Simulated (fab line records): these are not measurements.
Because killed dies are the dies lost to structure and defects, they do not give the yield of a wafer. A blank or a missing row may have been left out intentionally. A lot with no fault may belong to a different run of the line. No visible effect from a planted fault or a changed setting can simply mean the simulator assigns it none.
fab line records	flow n5-finfet
record lots=24	wafers=72	last-day=21
route steps=1938 shown BEOL_M11@1540 BEOL_M12@1617 BEOL_M13@1671
lots that met no fault: taken from a fault-free run of the same line
start-h: hours from the record's opening day to when the first of the lot's shown wafers began	wait-h: hours elapsed since this lot's preceding step	" as in the row above	L1.1+2: a single row standing in for several wafers	- no value, or no start given	* or withheld: withheld	< > ~ a bound
route shown NAME@n: names a module that has steps shown in the file, with the first one's number in the route	usual: mean/standard deviation of fault-free wafers	same: alike in all rows	chamber/n: place in a boat	sites: per-site readings	_std_site: the standard deviation of these	_edge_site: mean of outer sites minus mean of inner sites	radius-mm: for every site, how far away it sits from the centre of the wafer	mask NAME#n: copy n	behind: the tool/chamber that last shaped the wafer	hold: what put the lot on hold/how long, in hours/how the hold closed	device: the transistor (n, p or np) that didn't switch	end of line: the route-end tests of the same wafers	a step with no rows: only its recipe	killed: count of dies lost to structure and defects at first sort (not the wafer's yield)	map: a wafer's dies, x killed, . not, _ none there
set.NAME: the setting that was run; set.NAME@STEP: the one run at that earlier step	model.NAME: the simulator's own value behind a step, which no gauge read
steps of the route over a sample of lots; a table a step, a row a wafer
services: when a tool's chamber went out of use (start-h, in hours from the record's first day, below 0 if earlier), for how many hours, and the reason
## steps
# step N5_BEOL_M11_HM_DEP_02
# recipe material=TiN	target-thk-a=200	temp-c=25	chamber-pressure-pa=0.49996
# usual substrate-temp-c=25.01/0.1	throttle-valve-pct=30.4/0.74
lot.wafer	tool	chamber	start-h	wait-h	substrate-temp-c	throttle-valve-pct
L075.1	pvd-sputter-02	-	289.38	0.1	25.00	29.8
L075.3	"	-	"	"	25.08	30.9
L075.6	"	-	"	"	24.96	30.0
L074.3	pvd-sputter-02	-	294.70	1.0	24.90	30.2
L074.4	"	-	"	"	25.04	30.8
L074.6	"	-	"	"	25.02	30.4
L076.1	pvd-sputter-03	-	303.84	0.8	24.99	29.4
L076.4	"	-	"	"	24.87	32.2
L076.6	"	-	"	"	24.86	30.1
L077.3	pvd-sputter-03	-	311.06	1.6	25.09	29.3
L077.5	"	-	"	"	25.06	31.8
L077.6	"	-	"	"	24.95	30.7
L080.2	pvd-sputter-02	-	322.62	3.4	25.10	30.0
L080.3	"	-	"	"	24.91	30.9
L080.5	"	-	"	"	25.06	29.4
L081.1	pvd-sputter-03	-	326.55	0.7	25.02	30.3
L081.2	"	-	"	"	25.04	30.7
L081.5	"	-	"	"	25.03	29.1
L079.2	pvd-sputter-01	-	334.74	2.1	24.95	30.3
L079.3	"	-	"	"	24.93	29.8
L079.4	"	-	"	"	25.02	30.5
L082.2	pvd-sputter-03	-	338.31	1.0	25.02	29.1
L082.5	"	-	"	"	25.07	31.9
L082.6	"	-	"	"	25.09	30.6
L083.2	pvd-sputter-03	-	338.93	0.3	25.01	28.9
L083.3	"	-	"	"	24.92	30.1
L083.4	"	-	"	"	25.18	31.8
L078.2	pvd-sputter-03	-	342.20	0.4	25.05	30.6
L078.4	"	-	"	"	24.87	32.0
L078.6	"	-	"	"	25.04	30.6
L085.1	pvd-sputter-03	-	354.56	0.3	25.22	30.5
L085.2	"	-	"	"	25.03	31.8
L085.3	"	-	"	"	25.21	29.7
L086.3	pvd-sputter-03	-	357.00	0.8	24.96	31.8
L086.4	"	-	"	"	25.04	30.7
L086.5	"	-	"	"	25.01	30.0
L084.2	pvd-sputter-01	-	367.24	0.0	25.09	30.9
L084.4	"	-	"	"	25.14	29.9
L084.5	"	-	"	"	25.08	31.3
L088.3	pvd-sputter-03	-	372.50	0.1	25.02	32.0
L088.5	"	-	"	"	24.95	31.7
L088.6	"	-	"	"	25.03	29.1
L089.2	pvd-sputter-02	-	374.76	1.7	25.11	30.9
L089.4	"	-	"	"	25.08	29.5
L089.6	"	-	"	"	24.87	30.1
L087.2	pvd-sputter-01	-	385.79	3.3	24.88	30.9
L087.3	"	-	"	"	25.02	30.5
L087.5	"	-	"	"	25.01	30.8
L091.1	pvd-sputter-03	-	385.90	3.0	25.06	30.5
L091.2	"	-	"	"	24.68	29.1
L091.4	"	-	"	"	24.91	32.0
L090.2	pvd-sputter-03	-	405.17	0.6	25.07	30.1
L090.4	"	-	"	"	24.96	29.2
L090.5	"	-	"	"	25.08	29.3
L093.1	pvd-sputter-01	-	410.50	0.9	25.06	31.3
L093.5	"	-	"	"	25.17	30.6
L093.6	"	-	"	"	25.08	30.1
L094.2	pvd-sputter-02	-	413.49	1.0	25.05	29.8
L094.3	"	-	"	"	24.94	30.7
L094.4	"	-	"	"	24.86	30.2
L092.1	pvd-sputter-01	-	419.40	1.9	24.94	30.9
L092.4	"	-	"	"	24.98	30.3
L092.6	"	-	"	"	24.98	30.2
L097.1	pvd-sputter-01	-	429.28	0.0	25.02	31.0
L097.2	"	-	"	"	24.95	30.0
L097.4	"	-	"	"	25.00	30.1
L096.2	pvd-sputter-01	-	430.36	0.0	24.99	30.4
L096.3	"	-	"	"	25.04	31.0
L096.4	"	-	"	"	24.93	29.7
L095.2	pvd-sputter-02	-	462.86	0.8	24.99	30.0
L095.3	"	-	"	"	24.87	30.8
L095.5	"	-	"	"	25.14	29.8
# step N5_BEOL_M11_ANNEAL_51
# recipe temp-c=225	time-s=90	ambient=N2
# usual wafer_temp_C_max=225.90/0.24
lot.wafer	tool	chamber	start-h	wait-h	wafer_temp_C_max
L075.1	rtp-anneal-01	0	293.18	0.1	225.86
L075.3	"	0	"	"	225.65
L075.6	"	0	"	"	225.93
L074.3	rtp-anneal-02	0	301.91	1.1	225.70
L074.4	"	0	"	"	226.39
L074.6	"	0	"	"	225.85
L076.1	rtp-anneal-01	0	308.88	0.1	225.69
L076.4	"	0	"	"	225.92
L076.6	"	0	"	"	225.80
L077.3	rtp-anneal-02	0	315.82	0.1	226.21
L077.5	"	0	"	"	226.14
L077.6	"	0	"	"	225.73
L080.2	rtp-anneal-01	0	328.07	0.4	226.22
L080.3	"	0	"	"	225.71
L080.5	"	0	"	"	225.70
L081.1	rtp-anneal-01	0	331.09	0.1	225.67
L081.2	"	0	"	"	225.93
L081.5	"	0	"	"	225.85
L079.2	rtp-anneal-02	0	341.79	2.6	225.89
L079.3	"	0	"	"	225.78
L079.4	"	0	"	"	225.68
L083.2	rtp-anneal-02	0	344.26	0.1	225.82
L083.3	"	0	"	"	226.22
L083.4	"	0	"	"	226.19
L082.2	rtp-anneal-02	0	344.53	0.3	226.64
L082.5	"	0	"	"	225.89
L082.6	"	0	"	"	225.62
L078.2	rtp-anneal-01	0	347.95	0.3	225.73
L078.4	"	0	"	"	225.94
L078.6	"	0	"	"	226.08
L085.1	rtp-anneal-02	0	358.57	0.1	225.88
L085.2	"	0	"	"	225.95
L085.3	"	0	"	"	225.80
L086.3	rtp-anneal-01	0	365.65	0.1	225.69
L086.4	"	0	"	"	225.77
L086.5	"	0	"	"	225.75
L084.2	rtp-anneal-02	0	372.73	0.3	225.75
L084.4	"	0	"	"	226.10
L084.5	"	0	"	"	225.72
L089.2	rtp-anneal-02	0	380.97	0.1	226.12
L089.4	"	0	"	"	225.96
L089.6	"	0	"	"	225.62
L088.3	rtp-anneal-01	0	381.90	0.4	225.76
L088.5	"	0	"	"	225.76
L088.6	"	0	"	"	225.98
L087.2	rtp-anneal-01	0	390.96	0.1	226.46
L087.3	"	0	"	"	225.88
L087.5	"	0	"	"	226.05
L091.1	rtp-anneal-02	0	392.40	0.1	225.71
L091.2	"	0	"	"	226.43
L091.4	"	0	"	"	225.95
L090.2	rtp-anneal-02	0	410.34	0.4	225.93
L090.4	"	0	"	"	225.80
L090.5	"	0	"	"	225.63
L093.1	rtp-anneal-01	0	417.11	0.1	226.02
L093.5	"	0	"	"	226.16
L093.6	"	0	"	"	226.01
L094.2	rtp-anneal-01	0	422.14	0.6	225.96
L094.3	"	0	"	"	226.43
L094.4	"	0	"	"	226.25
L092.1	rtp-anneal-01	0	425.95	0.1	225.72
L092.4	"	0	"	"	225.81
L092.6	"	0	"	"	225.44
L097.1	rtp-anneal-02	0	435.76	0.1	225.73
L097.2	"	0	"	"	225.71
L097.4	"	0	"	"	225.90
L096.2	rtp-anneal-02	0	437.09	0.5	226.17
L096.3	"	0	"	"	226.08
L096.4	"	0	"	"	226.29
L095.2	rtp-anneal-01	0	469.82	0.3	225.56
L095.3	"	0	"	"	225.91
L095.5	"	0	"	"	225.70
# step N5_BEOL_M12_VIA_ETCH_16
# recipe chemistry=C4F8/O2/Ar	target=SiOC	pressure-mtorr=30	source-w=3000	bias-w=700	Ar_flow_sccm=400	C4F8_flow_sccm=15	O2_flow_sccm=8	he-inner-torr=15	he-outer-torr=30	target-depth-a=7248	time-s=withheld	ion-energy-ev=250	ends=cleared
# usual drypump-motor-current-A=5.6/0.53	he-outer-torr=30.00/0.061	oes-product-au=0.72/0.074	rf-vpp-V=664.8/2.6	showerhead-plenum-p-Torr=3.41/0.09	throttle-valve-pct=24.02/0.18
lot.wafer	tool	chamber	start-h	wait-h	drypump-motor-current-A	he-outer-torr	oes-product-au	rf-vpp-V	showerhead-plenum-p-Torr	throttle-valve-pct
L075.1	rie-diel-04	1	294.67	0.0	6.3	29.97	0.75	667.0	3.47	24.35
L075.3	"	0	"	"	5.8	30.06	0.85	662.8	3.40	23.97
L075.6	"	3	"	"	6.5	29.88	0.62	667.6	3.47	23.87
L074.3	rie-diel-01	1	303.26	0.0	5.0	30.09	0.63	668.7	3.53	24.21
L074.4	"	3	"	"	5.6	30.04	0.71	661.9	3.30	23.75
L074.6	"	1	"	"	5.0	30.10	0.63	669.1	3.53	24.20
L076.1	rie-diel-04	1	310.60	0.0	6.4	30.00	0.74	667.0	3.46	24.35
L076.4	"	0	"	"	5.8	30.02	0.84	662.7	3.40	23.99
L076.6	"	1	"	"	6.3	29.95	0.75	666.0	3.46	24.35
L077.3	rie-diel-01	3	317.12	0.0	5.7	29.93	0.71	662.7	3.30	23.78
L077.5	"	3	"	"	5.7	29.94	0.71	662.3	3.30	23.75
L077.6	"	0	"	"	5.5	30.01	0.61	664.8	3.39	24.38
L080.2	rie-diel-04	0	329.56	0.0	5.8	29.99	0.82	665.0	3.39	23.99
L080.3	"	3	"	"	6.5	30.06	0.89	667.8	3.47	23.69
L080.5	"	3	"	"	6.5	30.10	0.88	667.8	3.47	23.70
L081.1	rie-diel-05	3	332.61	0.0	5.3	29.99	0.77	662.1	3.33	23.99
L081.2	"	0	"	"	5.2	29.94	0.67	664.4	3.41	24.09
L081.5	"	0	"	"	5.2	30.00	0.68	665.3	3.41	24.10
L079.2	rie-diel-01	0	343.23	0.0	5.5	29.90	0.61	664.1	3.39	24.37
L079.3	"	2	"	"	5.3	30.05	0.79	671.1	3.65	23.87
L079.4	"	1	"	"	5.0	30.04	0.62	667.9	3.52	24.22
L083.2	rie-diel-05	2	345.73	0.0	5.4	29.97	0.64	664.0	3.43	24.04
L083.3	"	3	"	"	5.3	29.96	0.77	661.7	3.33	24.02
L083.4	"	1	"	"	6.4	29.99	0.72	662.4	3.34	23.99
L082.2	rie-diel-05	3	347.40	0.0	5.2	30.08	0.77	661.5	3.33	24.02
L082.5	"	0	"	"	5.3	30.15	0.67	664.9	3.41	24.10
L082.6	"	1	"	"	6.4	30.03	0.72	663.0	3.34	24.00
L078.2	rie-diel-05	2	349.41	0.0	5.4	29.97	0.64	664.5	3.43	24.05
L078.4	"	3	"	"	5.2	30.05	0.76	662.7	3.33	24.03
L078.6	"	3	"	"	5.2	29.93	0.77	662.6	3.33	24.00
L085.1	rie-diel-04	3	359.96	0.0	6.6	29.97	0.83	668.2	3.46	23.68
L085.2	"	2	"	"	4.9	30.03	0.63	663.8	3.40	23.90
L085.3	"	0	"	"	5.8	29.94	0.80	661.5	3.39	24.01
L086.3	rie-diel-05	0	367.10	0.0	5.3	30.03	0.67	665.1	3.41	24.11
L086.4	"	1	"	"	6.4	30.02	0.71	662.0	3.34	24.01
L086.5	"	2	"	"	5.4	30.01	0.65	664.1	3.43	24.06
L084.2	rie-diel-04	0	376.34	0.0	5.8	29.97	0.79	662.5	3.38	24.01
L084.4	"	0	"	"	5.8	30.03	0.79	663.8	3.38	24.02
L084.5	"	1	"	"	6.3	30.02	0.71	666.3	3.45	24.37
L089.2	rie-diel-04	0	382.49	0.0	5.7	30.02	0.79	663.1	3.38	24.03
L089.4	"	2	"	"	4.9	29.95	0.63	664.2	3.40	23.93
L089.6	"	2	"	"	4.9	29.88	0.63	664.3	3.40	23.92
L088.3	rie-diel-01	2	383.21	0.0	5.2	30.03	0.77	671.4	3.64	23.91
L088.5	"	2	"	"	5.2	30.03	0.77	670.9	3.64	23.93
L088.6	"	3	"	"	5.6	30.08	0.69	660.2	3.28	23.79
L087.2	rie-diel-04	1	392.43	0.0	6.3	29.94	0.71	666.2	3.45	24.39
L087.3	"	3	"	"	6.6	29.98	0.80	667.4	3.46	23.72
L087.5	"	3	"	"	6.6	29.97	0.80	666.7	3.46	23.72
L091.1	rie-diel-05	2	393.83	0.0	5.4	29.96	0.63	664.3	3.42	24.06
L091.2	"	0	"	"	5.3	30.06	0.66	666.7	3.40	24.13
L091.4	"	1	"	"	6.4	30.05	0.70	662.6	3.33	24.02
L090.2	rie-diel-01	0	411.84	0.0	5.5	29.95	0.86	663.0	3.38	24.02
L090.4	"	3	"	"	5.6	30.01	0.67	661.5	3.28	23.81
L090.5	"	2	"	"	5.2	30.04	0.75	668.6	3.63	23.92
L093.1	rie-diel-05	1	418.67	0.0	6.4	29.96	0.70	662.4	3.33	24.02
L093.5	"	1	"	"	6.4	29.95	0.70	662.4	3.33	24.00
L093.6	"	3	"	"	5.3	30.14	0.74	662.5	3.32	24.05
L094.2	rie-diel-04	1	423.50	0.0	6.3	29.96	0.70	665.3	3.44	24.40
L094.3	"	2	"	"	4.9	30.03	0.62	664.0	3.39	23.93
L094.4	"	3	"	"	6.6	29.95	0.78	666.9	3.45	23.73
L092.1	rie-diel-01	2	427.46	0.0	5.2	30.03	0.74	669.9	3.63	23.93
L092.4	"	3	"	"	5.7	30.13	0.67	660.2	3.28	23.82
L092.6	"	2	"	"	5.3	29.97	0.75	670.1	3.63	23.93
L097.1	rie-diel-01	0	437.15	0.0	5.5	29.93	0.84	663.6	3.37	24.05
L097.2	"	2	"	"	5.3	29.98	0.74	671.2	3.62	23.94
L097.4	"	0	"	"	5.5	30.01	0.84	664.4	3.37	24.05
L096.2	rie-diel-05	0	438.43	0.0	5.3	29.80	0.66	665.6	3.40	24.12
L096.3	"	2	"	"	5.3	30.07	0.62	665.0	3.41	24.11
L096.4	"	3	"	"	5.2	30.12	0.73	663.1	3.31	24.07
L095.2	rie-diel-01	2	471.17	0.0	5.2	29.94	0.73	669.1	3.62	23.93
L095.3	"	0	"	"	5.5	29.90	0.81	664.2	3.37	24.06
L095.5	"	1	"	"	5.1	30.07	0.82	667.7	3.50	23.94
# step N5_BEOL_M12_STRIP_37
# recipe chemistry=N2/H2	power-w=1000	temp-c=250	h2-frac=0.65	overash-fraction=0.3	pressure-mtorr=withheld	n2-flow-sccm=1750	h2-flow-sccm=3250
# usual drypump-motor-current-A=5.58/0.2	heater-power-w=319/36	oes-product-au=0.790/0.0099
# same overash-fraction=0.3
lot.wafer	tool	chamber	start-h	wait-h	drypump-motor-current-A	heater-power-w	oes-product-au	rf-hours-counter-h
L075.1	plasma-asher-02	1	296.17	0.0	5.83	304	0.791	75
L075.3	"	1	"	"	5.85	313	0.779	-
L075.6	"	0	"	"	5.67	306	0.795	-
L074.3	plasma-asher-01	1	304.84	0.1	5.57	384	0.794	-
L074.4	"	0	"	"	5.29	279	0.786	-
L074.6	"	1	"	"	5.56	375	0.784	-
L076.1	plasma-asher-01	0	312.47	0.0	5.30	274	0.792	144
L076.4	"	1	"	"	5.53	374	0.806	-
L076.6	"	0	"	"	5.30	272	0.813	-
L077.3	plasma-asher-02	1	318.75	0.1	5.85	303	0.785	-
L077.5	"	0	"	"	5.68	313	0.800	-
L077.6	"	1	"	"	5.83	310	0.799	-
L080.2	plasma-asher-01	0	331.18	0.1	5.29	281	0.810	147
L080.3	"	0	"	"	5.33	274	0.798	-
L080.5	"	1	"	"	5.50	376	0.781	-
L081.1	plasma-asher-01	0	334.43	0.0	5.30	277	0.788	148
L081.2	"	1	"	"	5.56	368	0.785	148
L081.5	"	1	"	"	5.53	381	0.780	-
L079.2	plasma-asher-01	1	344.74	0.0	5.55	377	0.781	150
L079.3	"	1	"	"	5.51	383	0.793	-
L079.4	"	0	"	"	5.26	282	0.776	-
L083.2	plasma-asher-02	1	348.30	0.0	5.84	313	0.785	86
L083.3	"	1	"	"	5.86	311	0.769	-
L083.4	"	0	"	"	5.64	317	0.802	-
L082.2	plasma-asher-02	0	348.90	0.0	5.62	317	0.769	86
L082.5	"	1	"	"	5.85	310	0.807	-
L082.6	"	0	"	"	5.65	321	0.766	-
L078.2	plasma-asher-02	0	350.79	0.0	5.63	305	0.807	87
L078.4	"	0	"	"	5.59	322	0.785	-
L078.6	"	1	"	"	5.85	308	0.795	-
L085.1	plasma-asher-01	0	361.46	0.0	5.28	280	0.769	153
L085.2	"	1	"	"	5.53	384	0.788	153
L085.3	"	0	"	"	5.31	269	0.801	-
L086.3	plasma-asher-01	0	368.49	0.1	5.36	273	0.789	-
L086.4	"	1	"	"	5.55	378	0.797	-
L086.5	"	0	"	"	5.28	282	0.785	-
L084.2	plasma-asher-01	0	378.57	0.4	5.28	279	0.801	159
L084.4	"	1	"	"	5.53	380	0.774	-
L084.5	"	0	"	"	5.32	279	0.789	-
L089.2	plasma-asher-01	0	383.87	0.0	5.27	284	0.790	161
L089.4	"	0	"	"	5.26	276	0.794	-
L089.6	"	0	"	"	5.30	274	0.787	-
L088.3	plasma-asher-02	1	384.76	0.1	5.87	309	0.772	-
L088.5	"	0	"	"	5.66	314	0.798	-
L088.6	"	1	"	"	5.85	312	0.777	-
L087.2	plasma-asher-01	1	393.95	0.0	5.52	373	0.790	163
L087.3	"	1	"	"	5.52	378	0.791	-
L087.5	"	1	"	"	5.53	382	0.807	-
L091.1	plasma-asher-02	0	395.61	0.0	5.68	319	0.787	92
L091.2	"	1	"	"	5.83	309	0.789	92
L091.4	"	0	"	"	5.65	305	0.806	-
L090.2	plasma-asher-02	1	413.36	0.0	5.84	308	0.788	94
L090.4	"	0	"	"	5.68	308	0.796	-
L090.5	"	0	"	"	5.63	312	0.784	-
L093.1	plasma-asher-02	1	420.19	0.0	5.82	307	0.791	96
L093.5	"	0	"	"	5.65	316	0.796	-
L093.6	"	1	"	"	5.84	319	0.797	-
L094.2	plasma-asher-02	0	424.88	0.0	5.62	314	0.808	96
L094.3	"	1	"	"	5.84	298	0.792	-
L094.4	"	0	"	"	5.62	311	0.795	-
L092.1	plasma-asher-02	0	428.97	0.0	5.62	307	0.783	97
L092.4	"	1	"	"	5.83	306	0.787	-
L092.6	"	1	"	"	5.83	309	0.790	-
L097.1	plasma-asher-01	0	438.65	0.0	5.29	278	0.795	172
L097.2	"	1	"	"	5.55	378	0.795	172
L097.4	"	0	"	"	5.27	276	0.771	-
L096.2	plasma-asher-02	0	439.94	0.0	5.62	308	0.790	100
L096.3	"	1	"	"	5.83	314	0.801	-
L096.4	"	0	"	"	5.64	310	0.791	-
L095.2	plasma-asher-01	1	472.67	0.0	5.56	372	0.786	179
L095.3	"	1	"	"	5.53	387	0.784	-
L095.5	"	1	"	"	5.54	383	0.794	-
# step N5_BEOL_M12_PRE_CLEAN_42
# recipe gas=H2/He	time-s=30	temp-c=250
# usual heater-power-w=332/32
lot.wafer	tool	chamber	start-h	wait-h	heater-power-w
L075.1	pvd-sputter-03	-	299.99	0.0	296
L075.3	"	-	"	"	318
L075.6	"	-	"	"	299
L074.3	pvd-sputter-01	-	305.66	0.0	320
L074.4	"	-	"	"	313
L074.6	"	-	"	"	322
L076.1	pvd-sputter-01	-	314.88	0.0	319
L076.4	"	-	"	"	329
L076.6	"	-	"	"	346
L077.3	pvd-sputter-02	-	323.22	0.0	385
L077.5	"	-	"	"	302
L077.6	"	-	"	"	392
L080.2	pvd-sputter-01	-	332.06	0.0	317
L080.3	"	-	"	"	341
L080.5	"	-	"	"	340
L081.1	pvd-sputter-02	-	336.60	0.0	379
L081.2	"	-	"	"	312
L081.5	"	-	"	"	306
L079.2	pvd-sputter-03	-	346.91	0.0	304
L079.3	"	-	"	"	316
L079.4	"	-	"	"	301
L083.2	pvd-sputter-01	-	350.20	0.0	315
L083.3	"	-	"	"	342
L083.4	"	-	"	"	339
L082.2	pvd-sputter-03	-	350.50	0.0	321
L082.5	"	-	"	"	300
L082.6	"	-	"	"	293
L078.2	pvd-sputter-03	-	351.18	0.0	318
L078.4	"	-	"	"	287
L078.6	"	-	"	"	320
L085.1	pvd-sputter-01	-	363.85	0.0	320
L085.2	"	-	"	"	340
L085.3	"	-	"	"	314
L086.3	pvd-sputter-03	-	369.06	0.0	292
L086.4	"	-	"	"	321
L086.5	"	-	"	"	330
L084.2	pvd-sputter-02	-	378.90	0.0	315
L084.4	"	-	"	"	320
L084.5	"	-	"	"	306
L089.2	pvd-sputter-02	-	387.19	0.0	392
L089.4	"	-	"	"	385
L089.6	"	-	"	"	317
L088.3	pvd-sputter-02	-	387.51	0.0	422
L088.5	"	-	"	"	417
L088.6	"	-	"	"	311
L087.2	pvd-sputter-01	-	396.51	0.0	316
L087.3	"	-	"	"	336
L087.5	"	-	"	"	325
L091.1	pvd-sputter-02	-	396.54	0.0	418
L091.2	"	-	"	"	313
L091.4	"	-	"	"	378
L090.2	pvd-sputter-01	-	414.48	0.0	325
L090.4	"	-	"	"	338
L090.5	"	-	"	"	338
L093.1	pvd-sputter-01	-	420.63	0.0	317
L093.5	"	-	"	"	335
L093.6	"	-	"	"	320
L094.2	pvd-sputter-02	-	426.15	0.0	405
L094.3	"	-	"	"	306
L094.4	"	-	"	"	318
L092.1	pvd-sputter-01	-	429.42	0.0	324
L092.4	"	-	"	"	331
L092.6	"	-	"	"	321
L097.1	pvd-sputter-01	-	439.76	0.0	319
L097.2	"	-	"	"	342
L097.4	"	-	"	"	322
L096.2	pvd-sputter-03	-	440.40	0.0	299
L096.3	"	-	"	"	324
L096.4	"	-	"	"	289
L095.2	pvd-sputter-02	-	477.45	0.0	321
L095.3	"	-	"	"	395
L095.5	"	-	"	"	392
# step N5_BEOL_M13_INSPECT_12
# recipe mode=adi	inspect-instrument=macro
# usual raw-defect-count=1.9/1.4
lot.wafer	tool	chamber	start-h	wait-h	raw-defect-count
L075.1	defect-inspect-02	-	301.77	0.0	3
L075.3	"	-	"	"	2
L075.6	"	-	"	"	3
L074.3	defect-inspect-02	-	307.55	0.0	0
L074.4	"	-	"	"	4
L074.6	"	-	"	"	1
L076.1	defect-inspect-02	-	316.70	0.0	1
L076.4	"	-	"	"	1
L076.6	"	-	"	"	1
L077.3	defect-inspect-02	-	325.02	0.0	0
L077.5	"	-	"	"	3
L077.6	"	-	"	"	2
L080.2	defect-inspect-01	-	333.94	0.0	2
L080.3	"	-	"	"	2
L080.5	"	-	"	"	3
L081.1	defect-inspect-01	-	339.94	0.0	2
L081.2	"	-	"	"	0
L081.5	"	-	"	"	1
L079.2	defect-inspect-02	-	348.80	0.0	2
L079.3	"	-	"	"	3
L079.4	"	-	"	"	2
L083.2	defect-inspect-02	-	351.97	0.0	3
L083.3	"	-	"	"	2
L083.4	"	-	"	"	0
L082.2	defect-inspect-02	-	352.41	0.0	2
L082.5	"	-	"	"	4
L082.6	"	-	"	"	2
L078.2	defect-inspect-02	-	353.05	0.0	2
L078.4	"	-	"	"	3
L078.6	"	-	"	"	3
L085.1	defect-inspect-02	-	365.75	0.0	0
L085.2	"	-	"	"	4
L085.3	"	-	"	"	1
L086.3	defect-inspect-02	-	370.95	0.0	4
L086.4	"	-	"	"	1
L086.5	"	-	"	"	2
L084.2	defect-inspect-02	-	380.80	0.0	1
L084.4	"	-	"	"	3
L084.5	"	-	"	"	0
L089.2	defect-inspect-01	-	389.20	0.0	0
L089.4	"	-	"	"	3
L089.6	"	-	"	"	1
L088.3	defect-inspect-02	-	389.42	0.0	1
L088.5	"	-	"	"	4
L088.6	"	-	"	"	1
L087.2	defect-inspect-02	-	398.80	0.0	1
L087.3	"	-	"	"	1
L087.5	"	-	"	"	4
L091.1	defect-inspect-01	-	398.83	0.0	2
L091.2	"	-	"	"	1
L091.4	"	-	"	"	1
L090.2	defect-inspect-01	-	416.25	0.0	3
L090.4	"	-	"	"	1
L090.5	"	-	"	"	1
L093.1	defect-inspect-02	-	422.38	0.0	1
L093.5	"	-	"	"	3
L093.6	"	-	"	"	0
L094.2	defect-inspect-01	-	428.08	0.0	2
L094.3	"	-	"	"	3
L094.4	"	-	"	"	2
L092.1	defect-inspect-02	-	431.24	0.0	3
L092.4	"	-	"	"	2
L092.6	"	-	"	"	1
L097.1	defect-inspect-01	-	441.51	0.0	0
L097.2	"	-	"	"	4
L097.4	"	-	"	"	2
L096.2	defect-inspect-01	-	442.15	0.0	4
L096.3	"	-	"	"	3
L096.4	"	-	"	"	2
L095.2	defect-inspect-02	-	479.40	0.0	4
L095.3	"	-	"	"	2
L095.5	"	-	"	"	2
## services
tool	chamber	start-h	hours	kind
rie-diel-04	3	304.27	-	clean
rie-diel-04	3	304.27	-	consumable-replace:focus-ring
rie-diel-04	3	304.27	19.4	scheduled-down
rie-diel-04	3	304.27	19.4	vent-cycle
plasma-asher-01	-	318.36	1.5	repair
rtp-anneal-01	-	337.03	5.9	pm
rie-diel-01	0	346.66	-	clean
rie-diel-01	0	346.66	-	consumable-replace:focus-ring
plasma-asher-01	-	347.50	3.3	repair
rie-diel-04	2	364.60	12.6	repair
plasma-asher-02	-	368.23	15.7	repair
rie-diel-01	3	395.29	4.1	repair
rie-diel-01	1	413.20	-	clean
rie-diel-01	1	413.20	-	consumable-replace:focus-ring
rie-diel-01	1	413.20	28.5	scheduled-down
rie-diel-01	1	413.20	28.5	vent-cycle
rie-diel-05	0	417.32	6.0	repair
pvd-sputter-03	-	423.06	8.9	repair
pvd-sputter-01	-	443.95	4.9	repair
pvd-sputter-03	-	444.22	1.9	repair
rie-diel-04	1	448.62	4.0	repair
rie-diel-04	0	463.17	18.9	repair
## key
fault none
